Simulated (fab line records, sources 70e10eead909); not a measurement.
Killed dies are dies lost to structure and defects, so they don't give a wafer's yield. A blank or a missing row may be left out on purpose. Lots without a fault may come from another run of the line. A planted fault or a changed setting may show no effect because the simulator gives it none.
Chamber matching | flow nand_harc | NHARC_A_CHANNEL_FILL_D2_ETCHBACK_19 on rie_si-02: 4 sister chambers
The step etches the open film in HBr/Cl2, target depth 5 nm, time 1.7 s. 14 wafers are shown with their chamber, then 7 later ones without.

WAFERS WITH THEIR CHAMBER
wafer  | chamber | drypump_motor_current_A (A) | he_backside_leak_sccm (sccm) | oes_product_au (a.u.)
L074.1 | 0       | 5.5                         | 2.8                          | 0.976
L074.5 | 2       | 5.8                         | 2.9                          | 0.995
L074.6 | 1       | 5.1                         | 2.6                          | 1.012
L078.1 | 1       | 5.1                         | 2.6                          | 0.997
L078.3 | 3       | 5.6                         | 2.8                          | 1.001
L078.4 | 2       | 5.7                         | 2.9                          | 0.982
L081.3 | 1       | 5.1                         | 2.6                          | 1.001
L081.5 | 3       | 5.6                         | 3.0                          | 1.011
L081.6 | 0       | 5.5                         | 2.9                          | 0.985
L083.2 | 3       | 5.6                         | 2.9                          | 1.018
L083.3 | 1       | 5.1                         | 2.7                          | 0.993
L083.6 | 1       | 5.1                         | 2.6                          | 0.995
L084.3 | 1       | 5.1                         | 2.5                          | 1.012
L084.5 | 1       | 5.1                         | 2.6                          | 1.006

SIGNATURES (means of the wafers above)
reading                 | chamber 0 | chamber 1 | chamber 2 | chamber 3 | scatter within a chamber
drypump_motor_current_A | 5.500     | 5.100     | 5.750     | 5.600     | 0.0224
he_backside_leak_sccm   | 2.850     | 2.600     | 2.900     | 2.900     | 0.0671
oes_product_au          | 0.98050   | 1.00229   | 0.98850   | 1.01000   | 0.00802
Rule: a wafer's distance from a chamber is the root of the sum, over the readings, of the square of ((its reading less the chamber's mean) divided by the reading's scatter). The wafer belongs to the nearest chamber; if the next one is less than 2 further off, it can't be placed. The scatter: the root of (the sum of the squares of (reading less its chamber's mean) over the shown wafers, divided by (wafers less chambers)).

WAFERS WITHOUT THEIR CHAMBER
wafer  | drypump_motor_current_A (A) | he_backside_leak_sccm (sccm) | oes_product_au (a.u.)
L084.6 | 5.7                         | 2.8                          | 1.007
L089.1 | 5.8                         | 3.0                          | 1.000
L089.4 | 5.5                         | 2.8                          | 0.999
L089.5 | 5.5                         | 2.9                          | 0.997
L094.1 | 5.6                         | 2.8                          | 1.004
L094.2 | 5.5                         | 2.7                          | 1.002
L094.5 | 5.7                         | 2.9                          | 1.003

WHICH CHAMBER EACH WENT THROUGH
wafer  | from the rows above     | in truth
L084.6 | can't be placed: 2 or 3 | 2
L089.1 | 2                       | 2
L089.4 | 0                       | 0
L089.5 | 0                       | 0
L094.1 | 3                       | 3
L094.2 | can't be placed: 0 or 3 | 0
L094.5 | can't be placed: 2 or 3 | 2
Placed correctly: 4 of 7. Can't be placed from these rows: 3 (the true chamber is among the candidates in 3). Placed wrongly: 0.
